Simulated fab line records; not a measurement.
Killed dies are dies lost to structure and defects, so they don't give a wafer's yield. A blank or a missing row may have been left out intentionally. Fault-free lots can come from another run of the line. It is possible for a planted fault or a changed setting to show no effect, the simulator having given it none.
fab line records / flow nand-harc
record: lots: 5 wafers: 15 last-day: 34
route steps=1302 shown P_GATE@126
lots untouched by any fault: they come from a run of this same line in which no faults occurred
start-h: hours from the record's first day to the start of the lot's first wafer shown / wait-h: hours since the lot's step before / " identical to the entry in the row above / L1.1+2: several wafers, shown together as one row / - either no value or no given start / * or withheld: withheld / < > ~ a bound
route shown NAME@n: names a module that has steps shown in the file, with the first one's number in the route / usual: the fault-free wafers' mean and standard deviation / same: alike in all rows / chamber/n: place in a boat / sites: the reading at each site / _std_site: how widely they spread, as a standard deviation / _edge_site: mean of outer sites minus mean of inner sites / radius-mm: for every site, how far away it sits from the centre of the wafer / mask NAME#n: copy n / behind: the last tool/chamber to shape the wafer / hold: cause of the lot's hold/its duration in hours/its outcome / device: the transistor (n, p or np) that didn't switch / end of line: at the end of the route, the tests of the same wafers / a step given without rows: its recipe and nothing more / killed: dies lost to structure and defects at the first sort, not the wafer's yield / map: dies across one wafer; x = killed, . = not, _ = none there
set.NAME: the setting as run; set.NAME@STEP: as run at that earlier step / model.NAME: the simulator's own value behind a step, which no gauge read
lots at some steps of the route; a table a step, a row a wafer
services: when a tool's chamber went out of use (start-h, in hours from the record's first day, below 0 if earlier), for how many hours, and the reason
== steps ==
step: NHARC_P_GATE_STRIP_15
recipe: time-s: 780 temp-c: 130 chemistry: SPM
step: NHARC_P_GATE_PRECLEAN_71
recipe: time-s: * temp-c: 50 bath-age-min: 0 chemistry: SC1
step: NHARC_P_GATE_SRD_72
step: NHARC_P_GATE_OXIDE_16
recipe: target-thk-a: 30 temp-c: 875 ox-time-s: 392 material: SiO2
step: NHARC_P_GATE_CVD_17
recipe: target-thk-a: 1500 temp-c: 620 time-s: 900 material: poly-Si
step: NHARC_P_GATE_HM_DEP_102
recipe: target-thk-a: 1200 temp-c: 400 material: aC
usual: throttle-valve-pct: 34.999/0.0094
lot.wafer=L577.1 tool=acl-dep-01 chamber=0 start-h=156.59 wait-h=0.8 throttle-valve-pct=34.989
lot.wafer=L577.5 tool=acl-dep-01 chamber=0 start-h=156.59 wait-h=0.8 throttle-valve-pct=34.993
lot.wafer=L577.6 tool=acl-dep-01 chamber=0 start-h=156.59 wait-h=0.8 throttle-valve-pct=35.006
lot.wafer=L579.2 tool=acl-dep-02 chamber=0 start-h=177.87 wait-h=0.5 throttle-valve-pct=35.010
lot.wafer=L579.3 tool=acl-dep-02 chamber=0 start-h=177.87 wait-h=0.5 throttle-valve-pct=35.003
lot.wafer=L579.5 tool=acl-dep-02 chamber=0 start-h=177.87 wait-h=0.5 throttle-valve-pct=34.987
lot.wafer=L583.2 tool=acl-dep-02 chamber=0 start-h=219.39 wait-h=0.5 throttle-valve-pct=35.008
lot.wafer=L583.5 tool=acl-dep-02 chamber=0 start-h=219.39 wait-h=0.5 throttle-valve-pct=35.001
lot.wafer=L583.6 tool=acl-dep-02 chamber=0 start-h=219.39 wait-h=0.5 throttle-valve-pct=34.997
lot.wafer=L585.2 tool=acl-dep-03 chamber=0 start-h=243.10 wait-h=1.0 throttle-valve-pct=34.995
lot.wafer=L585.3 tool=acl-dep-03 chamber=0 start-h=243.10 wait-h=1.0 throttle-valve-pct=35.005
lot.wafer=L585.4 tool=acl-dep-03 chamber=0 start-h=243.10 wait-h=1.0 throttle-valve-pct=35.002
lot.wafer=L594.2 tool=acl-dep-01 chamber=0 start-h=327.23 wait-h=1.7 throttle-valve-pct=35.002
lot.wafer=L594.3 tool=acl-dep-01 chamber=0 start-h=327.23 wait-h=1.7 throttle-valve-pct=34.994
lot.wafer=L594.6 tool=acl-dep-01 chamber=0 start-h=327.23 wait-h=1.7 throttle-valve-pct=34.995
step: NHARC_P_GATE_DEP_103
recipe: target-thk-a: 300 target-thk-nm: 30 temp-c: 400 flow-sccm: 200 rf-w: 350 material: SiON
usual: heater-power-outer-w: 475/68 heater-power-w: 788/91
lot.wafer=L577.1 tool=pecvd-02 chamber=2 start-h=157.28 wait-h=0.6 heater-power-outer-w=459 heater-power-w=717
lot.wafer=L577.5 tool=pecvd-02 chamber=2 start-h=157.28 wait-h=0.6 heater-power-outer-w=465 heater-power-w=700
lot.wafer=L577.6 tool=pecvd-02 chamber=0 start-h=157.28 wait-h=0.6 heater-power-outer-w=498 heater-power-w=885
lot.wafer=L579.3 tool=pecvd-01 chamber=0 start-h=178.42 wait-h=0.3 heater-power-outer-w=473 heater-power-w=769
lot.wafer=L579.2 tool=pecvd-01 chamber=1 start-h=178.42 wait-h=0.3 heater-power-outer-w=412 heater-power-w=688
lot.wafer=L579.5 tool=pecvd-01 chamber=0 start-h=178.42 wait-h=0.3 heater-power-outer-w=463 heater-power-w=773
lot.wafer=L583.2 tool=pecvd-04 chamber=1 start-h=220.00 wait-h=0.5 heater-power-outer-w=603 heater-power-w=902
lot.wafer=L583.5 tool=pecvd-04 chamber=0 start-h=220.00 wait-h=0.5 heater-power-outer-w=475 heater-power-w=862
lot.wafer=L583.6 tool=pecvd-04 chamber=1 start-h=220.00 wait-h=0.5 heater-power-outer-w=593 heater-power-w=885
lot.wafer=L585.2 tool=pecvd-02 chamber=1 start-h=243.69 wait-h=0.5 heater-power-outer-w=455 heater-power-w=768
lot.wafer=L585.3 tool=pecvd-02 chamber=2 start-h=243.69 wait-h=0.5 heater-power-outer-w=533 heater-power-w=784
lot.wafer=L585.4 tool=pecvd-02 chamber=0 start-h=243.69 wait-h=0.5 heater-power-outer-w=542 heater-power-w=905
lot.wafer=L594.3 tool=pecvd-02 chamber=2 start-h=327.80 wait-h=0.3 heater-power-outer-w=507 heater-power-w=764
lot.wafer=L594.2 tool=pecvd-02 chamber=0 start-h=327.80 wait-h=0.3 heater-power-outer-w=527 heater-power-w=920
lot.wafer=L594.6 tool=pecvd-02 chamber=2 start-h=327.80 wait-h=0.3 heater-power-outer-w=508 heater-power-w=789
step: NHARC_P_GATE_DEHYDRATE_18
recipe: temp-c: 150 time-s: 120
step: NHARC_P_GATE_HMDS_19
recipe: time-s: 30
step: NHARC_P_GATE_COAT_20
recipe: spin-rpm: 1500 resist-thk-nm: 90
step: NHARC_P_GATE_SOFTBAKE_21
recipe: temp-c: 105 time-s: 55
step: NHARC_P_GATE_EBR_22
step: NHARC_P_GATE_EXPOSE_23
recipe: na: 1.35 target-cd-nm: 120 dose-mj: 93.91 mask-id: P_GATE
lot.wafer=L577.1+5+6 tool=arfi-scanner-02 chamber=0 start-h=157.79 wait-h=- mask=P_GATE#0
lot.wafer=L579.2+3+5 tool=arfi-scanner-03 chamber=0 start-h=178.85 wait-h=- mask=P_GATE#0
lot.wafer=L583.2+5+6 tool=arfi-scanner-02 chamber=0 start-h=220.49 wait-h=- mask=P_GATE#0
lot.wafer=L585.2+3+4 tool=arfi-scanner-03 chamber=0 start-h=244.23 wait-h=- mask=P_GATE_R1#0
lot.wafer=L594.2+3+6 tool=arfi-scanner-02 chamber=0 start-h=328.22 wait-h=- mask=P_GATE#0
step: NHARC_P_GATE_PEB_24
recipe: peb-temp-c: 100 peb-time-s: 65
step: NHARC_P_GATE_DEVELOP_25
recipe: develop-time-s: 35 dev-temp-c: 23
step: NHARC_P_GATE_CD_MEAS_26
recipe: target-cd-nm: 120 landing-energy-ev: 500
usual: cd-nm: 120.0/0.75
lot.wafer=L577.1 tool=cd-sem-02 chamber=0 start-h=157.93 wait-h=- cd-nm=119.4
lot.wafer=L577.5 tool=cd-sem-02 chamber=0 start-h=157.93 wait-h=- cd-nm=119.7
lot.wafer=L577.6 tool=cd-sem-02 chamber=0 start-h=157.93 wait-h=- cd-nm=117.8
lot.wafer=L579.2 tool=cd-sem-02 chamber=0 start-h=178.98 wait-h=- cd-nm=119.6
lot.wafer=L579.3 tool=cd-sem-02 chamber=0 start-h=178.98 wait-h=- cd-nm=119.1
lot.wafer=L579.5 tool=cd-sem-02 chamber=0 start-h=178.98 wait-h=- cd-nm=119.6
lot.wafer=L583.2 tool=cd-sem-03 chamber=0 start-h=220.63 wait-h=- cd-nm=119.6
lot.wafer=L583.5 tool=cd-sem-03 chamber=0 start-h=220.63 wait-h=- cd-nm=119.1
lot.wafer=L583.6 tool=cd-sem-03 chamber=0 start-h=220.63 wait-h=- cd-nm=120.0
lot.wafer=L585.2 tool=cd-sem-02 chamber=0 start-h=244.37 wait-h=- cd-nm=117.5
lot.wafer=L585.3 tool=cd-sem-02 chamber=0 start-h=244.37 wait-h=- cd-nm=117.1
lot.wafer=L585.4 tool=cd-sem-02 chamber=0 start-h=244.37 wait-h=- cd-nm=117.3
lot.wafer=L594.2 tool=cd-sem-01 chamber=0 start-h=328.36 wait-h=- cd-nm=119.2
lot.wafer=L594.3 tool=cd-sem-01 chamber=0 start-h=328.36 wait-h=- cd-nm=119.5
lot.wafer=L594.6 tool=cd-sem-01 chamber=0 start-h=328.36 wait-h=- cd-nm=120.0
step: NHARC_P_GATE_OVL_MEAS_27
usual: overlay-x-nm: 0.3/0.86 overlay-y-nm: -0.1/0.74
lot.wafer=L577.1 tool=overlay-01 chamber=- start-h=158.02 wait-h=- overlay-x-nm=-0.6 overlay-y-nm=0.7
lot.wafer=L577.5 tool=overlay-01 chamber=- start-h=158.02 wait-h=- overlay-x-nm=0.0 overlay-y-nm=0.9
lot.wafer=L577.6 tool=overlay-01 chamber=- start-h=158.02 wait-h=- overlay-x-nm=-0.3 overlay-y-nm=0.5
lot.wafer=L579.2 tool=overlay-01 chamber=- start-h=179.07 wait-h=- overlay-x-nm=-1.6 overlay-y-nm=-1.3
lot.wafer=L579.3 tool=overlay-01 chamber=- start-h=179.07 wait-h=- overlay-x-nm=-1.2 overlay-y-nm=-1.3
lot.wafer=L579.5 tool=overlay-01 chamber=- start-h=179.07 wait-h=- overlay-x-nm=-1.6 overlay-y-nm=-0.7
lot.wafer=L583.2 tool=overlay-01 chamber=- start-h=220.72 wait-h=- overlay-x-nm=3.0 overlay-y-nm=0.2
lot.wafer=L583.5 tool=overlay-01 chamber=- start-h=220.72 wait-h=- overlay-x-nm=2.8 overlay-y-nm=-0.4
lot.wafer=L583.6 tool=overlay-01 chamber=- start-h=220.72 wait-h=- overlay-x-nm=3.0 overlay-y-nm=-0.1
lot.wafer=L585.2 tool=overlay-01 chamber=- start-h=244.47 wait-h=- overlay-x-nm=-0.1 overlay-y-nm=0.7
lot.wafer=L585.3 tool=overlay-01 chamber=- start-h=244.47 wait-h=- overlay-x-nm=-0.1 overlay-y-nm=1.5
lot.wafer=L585.4 tool=overlay-01 chamber=- start-h=244.47 wait-h=- overlay-x-nm=0.4 overlay-y-nm=1.3
lot.wafer=L594.2 tool=overlay-01 chamber=- start-h=328.44 wait-h=- overlay-x-nm=1.0 overlay-y-nm=0.4
lot.wafer=L594.3 tool=overlay-01 chamber=- start-h=328.44 wait-h=- overlay-x-nm=1.0 overlay-y-nm=0.0
lot.wafer=L594.6 tool=overlay-01 chamber=- start-h=328.44 wait-h=- overlay-x-nm=1.2 overlay-y-nm=0.1
step: NHARC_P_GATE_INSPECT_28
usual: raw-defect-count: 8/4.2
lot.wafer=L577.1 tool=defect-inspect-02 chamber=- start-h=158.06 wait-h=0.0 raw-defect-count=8
lot.wafer=L577.5 tool=defect-inspect-02 chamber=- start-h=158.06 wait-h=0.0 raw-defect-count=11
lot.wafer=L577.6 tool=defect-inspect-02 chamber=- start-h=158.06 wait-h=0.0 raw-defect-count=5
lot.wafer=L579.2 tool=defect-inspect-01 chamber=- start-h=179.11 wait-h=0.0 raw-defect-count=10
lot.wafer=L579.3 tool=defect-inspect-01 chamber=- start-h=179.11 wait-h=0.0 raw-defect-count=5
lot.wafer=L579.5 tool=defect-inspect-01 chamber=- start-h=179.11 wait-h=0.0 raw-defect-count=5
lot.wafer=L583.2 tool=defect-inspect-01 chamber=- start-h=220.75 wait-h=0.0 raw-defect-count=21
lot.wafer=L583.5 tool=defect-inspect-01 chamber=- start-h=220.75 wait-h=0.0 raw-defect-count=12
lot.wafer=L583.6 tool=defect-inspect-01 chamber=- start-h=220.75 wait-h=0.0 raw-defect-count=10
lot.wafer=L585.2 tool=defect-inspect-01 chamber=- start-h=244.51 wait-h=0.0 raw-defect-count=6
lot.wafer=L585.3 tool=defect-inspect-01 chamber=- start-h=244.51 wait-h=0.0 raw-defect-count=15
lot.wafer=L585.4 tool=defect-inspect-01 chamber=- start-h=244.51 wait-h=0.0 raw-defect-count=9
lot.wafer=L594.2 tool=defect-inspect-02 chamber=- start-h=328.48 wait-h=0.0 raw-defect-count=5
lot.wafer=L594.3 tool=defect-inspect-02 chamber=- start-h=328.48 wait-h=0.0 raw-defect-count=11
lot.wafer=L594.6 tool=defect-inspect-02 chamber=- start-h=328.48 wait-h=0.0 raw-defect-count=3
step: NHARC_P_GATE_DESCUM_31
recipe: time-s: 3 o2-flow-sccm: 200 ar-flow-sccm: 0 bias-power-w: 0 chemistry: O2
usual: drypump-motor-current-A: 5.6/0.54 oes-product-au: 1.004/0.014 rf-vpp-V: 57.8/0.85 showerhead-plenum-p-Torr: 1.91/0.064 throttle-valve-pct: 11.310/0.0093
same: bias-power-w: 0
lot.wafer=L577.1 tool=rie-diel-05 chamber=0 start-h=158.14 wait-h=0.1 drypump-motor-current-A=6.3 oes-product-au=1.002 rf-hours-counter-h=4.3 rf-vpp-V=58.7 showerhead-plenum-p-Torr=1.88 throttle-valve-pct=11.304 model.P_GATE.cd-nm=119.8
lot.wafer=L577.6 tool=rie-diel-05 chamber=2 start-h=158.14 wait-h=0.1 drypump-motor-current-A=6.0 oes-product-au=1.026 rf-hours-counter-h=- rf-vpp-V=59.1 showerhead-plenum-p-Torr=2.00 throttle-valve-pct=11.312 model.P_GATE.cd-nm=117.2
lot.wafer=L577.5 tool=rie-diel-05 chamber=3 start-h=158.14 wait-h=0.1 drypump-motor-current-A=6.6 oes-product-au=1.006 rf-hours-counter-h=- rf-vpp-V=56.7 showerhead-plenum-p-Torr=1.85 throttle-valve-pct=11.307 model.P_GATE.cd-nm=119.1
lot.wafer=L579.3 tool=rie-diel-10 chamber=0 start-h=179.18 wait-h=0.1 drypump-motor-current-A=5.3 oes-product-au=1.022 rf-hours-counter-h=7.7 rf-vpp-V=56.6 showerhead-plenum-p-Torr=1.79 throttle-valve-pct=11.306 model.P_GATE.cd-nm=120
lot.wafer=L579.2 tool=rie-diel-10 chamber=1 start-h=179.18 wait-h=0.1 drypump-motor-current-A=4.9 oes-product-au=0.987 rf-hours-counter-h=8.1 rf-vpp-V=57.2 showerhead-plenum-p-Torr=1.90 throttle-valve-pct=11.288 model.P_GATE.cd-nm=120
lot.wafer=L579.5 tool=rie-diel-10 chamber=2 start-h=179.18 wait-h=0.1 drypump-motor-current-A=5.1 oes-product-au=1.005 rf-hours-counter-h=- rf-vpp-V=59.5 showerhead-plenum-p-Torr=1.99 throttle-valve-pct=11.308 model.P_GATE.cd-nm=118.5
lot.wafer=L583.2 tool=rie-diel-10 chamber=1 start-h=220.82 wait-h=0.1 drypump-motor-current-A=4.9 oes-product-au=0.967 rf-hours-counter-h=11.5 rf-vpp-V=56.4 showerhead-plenum-p-Torr=1.90 throttle-valve-pct=11.297 model.P_GATE.cd-nm=119.1
lot.wafer=L583.6 tool=rie-diel-10 chamber=0 start-h=220.82 wait-h=0.1 drypump-motor-current-A=5.3 oes-product-au=0.995 rf-hours-counter-h=- rf-vpp-V=57.0 showerhead-plenum-p-Torr=1.79 throttle-valve-pct=11.299 model.P_GATE.cd-nm=120.1
lot.wafer=L583.5 tool=rie-diel-10 chamber=1 start-h=220.82 wait-h=0.1 drypump-motor-current-A=4.9 oes-product-au=0.980 rf-hours-counter-h=- rf-vpp-V=58.0 showerhead-plenum-p-Torr=1.90 throttle-valve-pct=11.297 model.P_GATE.cd-nm=118.9
lot.wafer=L585.3 tool=rie-diel-05 chamber=2 start-h=244.58 wait-h=0.1 drypump-motor-current-A=6.0 oes-product-au=1.002 rf-hours-counter-h=0.5 rf-vpp-V=58.3 showerhead-plenum-p-Torr=2.00 throttle-valve-pct=11.304 model.P_GATE.cd-nm=115.9
lot.wafer=L585.2 tool=rie-diel-05 chamber=3 start-h=244.58 wait-h=0.1 drypump-motor-current-A=6.6 oes-product-au=0.974 rf-hours-counter-h=0.8 rf-vpp-V=56.2 showerhead-plenum-p-Torr=1.85 throttle-valve-pct=11.310 model.P_GATE.cd-nm=117.8
lot.wafer=L585.4 tool=rie-diel-05 chamber=0 start-h=244.58 wait-h=0.1 drypump-motor-current-A=6.3 oes-product-au=1.008 rf-hours-counter-h=0.8 rf-vpp-V=57.7 showerhead-plenum-p-Torr=1.88 throttle-valve-pct=11.303 model.P_GATE.cd-nm=118.1
lot.wafer=L594.2 tool=rie-diel-10 chamber=0 start-h=328.54 wait-h=0.1 drypump-motor-current-A=5.3 oes-product-au=1.019 rf-hours-counter-h=4.3 rf-vpp-V=57.2 showerhead-plenum-p-Torr=1.79 throttle-valve-pct=11.303 model.P_GATE.cd-nm=118.8
lot.wafer=L594.3 tool=rie-diel-10 chamber=3 start-h=328.54 wait-h=0.1 drypump-motor-current-A=5.2 oes-product-au=1.016 rf-hours-counter-h=4.8 rf-vpp-V=58.1 showerhead-plenum-p-Torr=1.94 throttle-valve-pct=11.311 model.P_GATE.cd-nm=120.6
lot.wafer=L594.6 tool=rie-diel-10 chamber=0 start-h=328.54 wait-h=0.1 drypump-motor-current-A=5.2 oes-product-au=1.013 rf-hours-counter-h=- rf-vpp-V=57.5 showerhead-plenum-p-Torr=1.79 throttle-valve-pct=11.305 model.P_GATE.cd-nm=120
step: NHARC_P_GATE_ETCH_104
recipe: target-depth-a: 600 time-s: withheld cf4-flow-sccm: 100 chf3-flow-sccm: 30 ar-flow-sccm: 0 rf-w: 500 bias-w: 200 chemistry: CF4/CHF3
usual: bias-w: 200.0/0.64 drypump-motor-current-A: 5.5/0.55 oes-product-au: 0.958/0.024 rf-vpp-V: 370.6/1.9 showerhead-plenum-p-Torr: 1.57/0.049 throttle-valve-pct: 16.802/0.0098
lot.wafer=L577.1 tool=rie-diel-05 chamber=1 start-h=158.21 wait-h=0.1 bias-w=200.0 drypump-motor-current-A=5.7 oes-product-au=0.973 rf-vpp-V=370.7 showerhead-plenum-p-Torr=1.60 throttle-valve-pct=16.799 model.P_GATE.cd-nm=120.3
lot.wafer=L577.5 tool=rie-diel-05 chamber=3 start-h=158.21 wait-h=0.1 bias-w=200.7 drypump-motor-current-A=6.7 oes-product-au=0.962 rf-vpp-V=368.9 showerhead-plenum-p-Torr=1.52 throttle-valve-pct=16.808 model.P_GATE.cd-nm=118.8
lot.wafer=L577.6 tool=rie-diel-05 chamber=0 start-h=158.21 wait-h=0.1 bias-w=199.9 drypump-motor-current-A=6.3 oes-product-au=0.975 rf-vpp-V=370.9 showerhead-plenum-p-Torr=1.55 throttle-valve-pct=16.810 model.P_GATE.cd-nm=116.9
lot.wafer=L579.3 tool=rie-diel-10 chamber=1 start-h=179.26 wait-h=0.1 bias-w=200.4 drypump-motor-current-A=4.9 oes-product-au=0.949 rf-vpp-V=370.1 showerhead-plenum-p-Torr=1.56 throttle-valve-pct=16.807 model.P_GATE.cd-nm=120.5
lot.wafer=L579.2 tool=rie-diel-10 chamber=2 start-h=179.26 wait-h=0.1 bias-w=200.6 drypump-motor-current-A=5.0 oes-product-au=0.952 rf-vpp-V=370.6 showerhead-plenum-p-Torr=1.63 throttle-valve-pct=16.804 model.P_GATE.cd-nm=119.9
lot.wafer=L579.5 tool=rie-diel-10 chamber=3 start-h=179.26 wait-h=0.1 bias-w=199.3 drypump-motor-current-A=5.2 oes-product-au=0.970 rf-vpp-V=371.5 showerhead-plenum-p-Torr=1.60 throttle-valve-pct=16.814 model.P_GATE.cd-nm=118.7
lot.wafer=L583.2 tool=rie-diel-10 chamber=0 start-h=220.91 wait-h=0.1 bias-w=200.1 drypump-motor-current-A=5.3 oes-product-au=0.959 rf-vpp-V=366.9 showerhead-plenum-p-Torr=1.48 throttle-valve-pct=16.805 model.P_GATE.cd-nm=119.3
lot.wafer=L583.6 tool=rie-diel-10 chamber=1 start-h=220.91 wait-h=0.1 bias-w=199.6 drypump-motor-current-A=4.9 oes-product-au=0.941 rf-vpp-V=370.3 showerhead-plenum-p-Torr=1.56 throttle-valve-pct=16.817 model.P_GATE.cd-nm=120.4
lot.wafer=L583.5 tool=rie-diel-10 chamber=2 start-h=220.91 wait-h=0.1 bias-w=199.6 drypump-motor-current-A=5.1 oes-product-au=0.990 rf-vpp-V=372.3 showerhead-plenum-p-Torr=1.63 throttle-valve-pct=16.793 model.P_GATE.cd-nm=118.6
lot.wafer=L585.2 tool=rie-diel-05 chamber=1 start-h=244.65 wait-h=0.1 bias-w=199.8 drypump-motor-current-A=5.7 oes-product-au=0.946 rf-vpp-V=371.6 showerhead-plenum-p-Torr=1.60 throttle-valve-pct=16.803 model.P_GATE.cd-nm=118.4
lot.wafer=L585.3 tool=rie-diel-05 chamber=2 start-h=244.65 wait-h=0.1 bias-w=199.4 drypump-motor-current-A=6.0 oes-product-au=0.970 rf-vpp-V=371.6 showerhead-plenum-p-Torr=1.64 throttle-valve-pct=16.793 model.P_GATE.cd-nm=116.4
lot.wafer=L585.4 tool=rie-diel-05 chamber=3 start-h=244.65 wait-h=0.1 bias-w=200.5 drypump-motor-current-A=6.6 oes-product-au=0.956 rf-vpp-V=369.0 showerhead-plenum-p-Torr=1.52 throttle-valve-pct=16.805 model.P_GATE.cd-nm=118.2
lot.wafer=L594.2 tool=rie-diel-10 chamber=2 start-h=328.63 wait-h=0.1 bias-w=200.3 drypump-motor-current-A=5.0 oes-product-au=0.954 rf-vpp-V=373.9 showerhead-plenum-p-Torr=1.63 throttle-valve-pct=16.803 model.P_GATE.cd-nm=118.9
lot.wafer=L594.3 tool=rie-diel-10 chamber=3 start-h=328.63 wait-h=0.1 bias-w=199.5 drypump-motor-current-A=5.2 oes-product-au=0.959 rf-vpp-V=372.3 showerhead-plenum-p-Torr=1.60 throttle-valve-pct=16.790 model.P_GATE.cd-nm=120.8
lot.wafer=L594.6 tool=rie-diel-10 chamber=0 start-h=328.63 wait-h=0.1 bias-w=199.7 drypump-motor-current-A=5.3 oes-product-au=0.958 rf-vpp-V=366.9 showerhead-plenum-p-Torr=1.48 throttle-valve-pct=16.792 model.P_GATE.cd-nm=120.2
step: NHARC_P_GATE_HM_OPEN_105
recipe: target-depth-a: 3600 o2-flow-sccm: 400 cos-flow-sccm: 20 ar-flow-sccm: 0 rf-w: 500 bias-w: 300 chemistry: O2/COS
usual: bias-w: 300.0/0.87 cos-flow-sccm: 19.99/0.059 drypump-motor-current-A: 5.6/0.58 oes-product-au: 1.003/0.014 rf-vpp-V: 467.0/2.2 showerhead-plenum-p-Torr: 3.11/0.1 throttle-valve-pct: 28.329/0.009
lot.wafer=L577.1 tool=rie-diel-05 chamber=3 start-h=- wait-h=- bias-w=300.2 cos-flow-sccm=19.99 drypump-motor-current-A=6.6 oes-product-au=0.998 rf-hours-counter-h=4.2 rf-vpp-V=466.3 showerhead-plenum-p-Torr=3.02 throttle-valve-pct=28.338
lot.wafer=L577.6 tool=rie-diel-05 chamber=2 start-h=- wait-h=- bias-w=299.3 cos-flow-sccm=20.00 drypump-motor-current-A=6.0 oes-product-au=1.016 rf-hours-counter-h=- rf-vpp-V=469.7 showerhead-plenum-p-Torr=3.26 throttle-valve-pct=28.310
lot.wafer=L577.5 tool=rie-diel-05 chamber=3 start-h=- wait-h=- bias-w=300.8 cos-flow-sccm=19.96 drypump-motor-current-A=6.6 oes-product-au=1.007 rf-hours-counter-h=- rf-vpp-V=465.0 showerhead-plenum-p-Torr=3.02 throttle-valve-pct=28.321
lot.wafer=L579.3 tool=rie-diel-10 chamber=0 start-h=- wait-h=- bias-w=300.5 cos-flow-sccm=19.95 drypump-motor-current-A=5.3 oes-product-au=1.013 rf-hours-counter-h=7.8 rf-vpp-V=463.0 showerhead-plenum-p-Torr=2.93 throttle-valve-pct=28.337
lot.wafer=L579.2 tool=rie-diel-10 chamber=1 start-h=- wait-h=- bias-w=298.7 cos-flow-sccm=19.93 drypump-motor-current-A=4.9 oes-product-au=0.981 rf-hours-counter-h=8.2 rf-vpp-V=467.4 showerhead-plenum-p-Torr=3.10 throttle-valve-pct=28.327
lot.wafer=L579.5 tool=rie-diel-10 chamber=2 start-h=- wait-h=- bias-w=299.2 cos-flow-sccm=20.05 drypump-motor-current-A=5.0 oes-product-au=0.992 rf-hours-counter-h=- rf-vpp-V=471.6 showerhead-plenum-p-Torr=3.23 throttle-valve-pct=28.330
lot.wafer=L583.2 tool=rie-diel-10 chamber=1 start-h=- wait-h=- bias-w=299.9 cos-flow-sccm=19.94 drypump-motor-current-A=4.9 oes-product-au=0.970 rf-hours-counter-h=11.5 rf-vpp-V=466.4 showerhead-plenum-p-Torr=3.10 throttle-valve-pct=28.315
lot.wafer=L583.5 tool=rie-diel-10 chamber=0 start-h=- wait-h=- bias-w=298.6 cos-flow-sccm=20.07 drypump-motor-current-A=5.3 oes-product-au=0.994 rf-hours-counter-h=- rf-vpp-V=462.8 showerhead-plenum-p-Torr=2.93 throttle-valve-pct=28.327
lot.wafer=L583.6 tool=rie-diel-10 chamber=1 start-h=- wait-h=- bias-w=299.1 cos-flow-sccm=19.95 drypump-motor-current-A=4.9 oes-product-au=0.973 rf-hours-counter-h=- rf-vpp-V=466.8 showerhead-plenum-p-Torr=3.10 throttle-valve-pct=28.334
lot.wafer=L585.2 tool=rie-diel-05 chamber=0 start-h=- wait-h=- bias-w=300.5 cos-flow-sccm=20.05 drypump-motor-current-A=6.2 oes-product-au=1.005 rf-hours-counter-h=0.8 rf-vpp-V=467.0 showerhead-plenum-p-Torr=3.06 throttle-valve-pct=28.340
lot.wafer=L585.4 tool=rie-diel-05 chamber=1 start-h=- wait-h=- bias-w=299.9 cos-flow-sccm=19.93 drypump-motor-current-A=5.7 oes-product-au=0.993 rf-hours-counter-h=0.5 rf-vpp-V=467.4 showerhead-plenum-p-Torr=3.17 throttle-valve-pct=28.336
lot.wafer=L585.3 tool=rie-diel-05 chamber=3 start-h=- wait-h=- bias-w=300.3 cos-flow-sccm=19.96 drypump-motor-current-A=6.6 oes-product-au=0.964 rf-hours-counter-h=0.8 rf-vpp-V=464.9 showerhead-plenum-p-Torr=3.02 throttle-valve-pct=28.337
lot.wafer=L594.3 tool=rie-diel-10 chamber=2 start-h=- wait-h=- bias-w=298.8 cos-flow-sccm=19.94 drypump-motor-current-A=5.0 oes-product-au=1.025 rf-hours-counter-h=4.1 rf-vpp-V=468.0 showerhead-plenum-p-Torr=3.23 throttle-valve-pct=28.339
lot.wafer=L594.2 tool=rie-diel-10 chamber=3 start-h=- wait-h=- bias-w=300.0 cos-flow-sccm=19.98 drypump-motor-current-A=5.2 oes-product-au=1.014 rf-hours-counter-h=4.8 rf-vpp-V=467.7 showerhead-plenum-p-Torr=3.16 throttle-valve-pct=28.328
lot.wafer=L594.6 tool=rie-diel-10 chamber=1 start-h=- wait-h=- bias-w=299.8 cos-flow-sccm=20.04 drypump-motor-current-A=4.9 oes-product-au=0.989 rf-hours-counter-h=- rf-vpp-V=467.2 showerhead-plenum-p-Torr=3.10 throttle-valve-pct=28.332
== services ==
tool=arfi-scanner-02 chamber=- start-h=140.00 hours=4.0 kind=pm
tool=pecvd-04 chamber=- start-h=155.67 hours=0.7 kind=repair
tool=arfi-scanner-02 chamber=- start-h=156.20 hours=0.7 kind=repair
tool=rie-diel-10 chamber=0 start-h=158.95 hours=5.5 kind=repair
tool=acl-dep-01 chamber=- start-h=189.58 hours=13.0 kind=pm
tool=arfi-scanner-03 chamber=- start-h=196.00 hours=4.0 kind=pm
tool=arfi-scanner-02 chamber=- start-h=207.60 hours=0.9 kind=repair
tool=pecvd-02 chamber=- start-h=214.41 hours=15.2 kind=repair
tool=pecvd-04 chamber=- start-h=226.58 hours=1.4 kind=repair
tool=pecvd-02 chamber=- start-h=229.66 hours=13.0 kind=pm
tool=rie-diel-05 chamber=- start-h=229.90 hours=9.0 kind=pm
tool=arfi-scanner-02 chamber=- start-h=231.13 hours=0.3 kind=repair
tool=rie-diel-10 chamber=- start-h=242.50 hours=9.0 kind=pm
tool=acl-dep-02 chamber=- start-h=244.05 hours=13.0 kind=pm
tool=rie-diel-05 chamber=2 start-h=246.03 hours=12.0 kind=repair
tool=rie-diel-05 chamber=1 start-h=247.73 hours=4.1 kind=repair
tool=arfi-scanner-02 chamber=- start-h=248.01 hours=7.4 kind=repair
tool=pecvd-01 chamber=2 start-h=252.67 hours=8.8 kind=repair
tool=rie-diel-10 chamber=0 start-h=273.24 hours=3.8 kind=repair
tool=rie-diel-05 chamber=0 start-h=290.30 hours=9.2 kind=repair
tool=arfi-scanner-02 chamber=- start-h=293.75 hours=1.0 kind=repair
tool=pecvd-02 chamber=0 start-h=294.44 hours=7.5 kind=repair
tool=arfi-scanner-02 chamber=- start-h=312.00 hours=4.0 kind=pm
tool=rie-diel-05 chamber=1 start-h=320.83 hours=18.1 kind=repair
== key ==
first-sign: step: NHARC_P_GATE_EXPOSE_23 reading: mask direction: changed
effect: step: NHARC_P_GATE_CD_MEAS_26 reading: cd-nm direction: down sigmas: 3.6 usual: 120.0 struck: 117.3
model-effect: step: NHARC_P_GATE_DESCUM_31 value: P_GATE.cd-nm without: 119.8 struck: 117.3
model-effect: step: NHARC_P_GATE_ETCH_104 value: P_GATE.cd-nm without: 120.2 struck: 117.7
met-at NHARC_P_GATE_EXPOSE_23
struck-wafers L585.2,L585.3,L585.4
tester-left-out L585
onset-between 178.85 244.23
fault: kind: wrong-mask tool: any chamber: - onset-h: 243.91 steps: NHARC_P_GATE_EXPOSE_23 aux-copy: P_GATE_R1#0 cd-offset-nm: -2.5138 scope: struck-lots-only
tester-left-out: of these lots the tester's yield and bins aren't shown, on N5 and GAA mostly nor the transistor test; their killed dies are dies lost to structure and defects alone, not to doping, threshold or leakage, so they don't give the yield
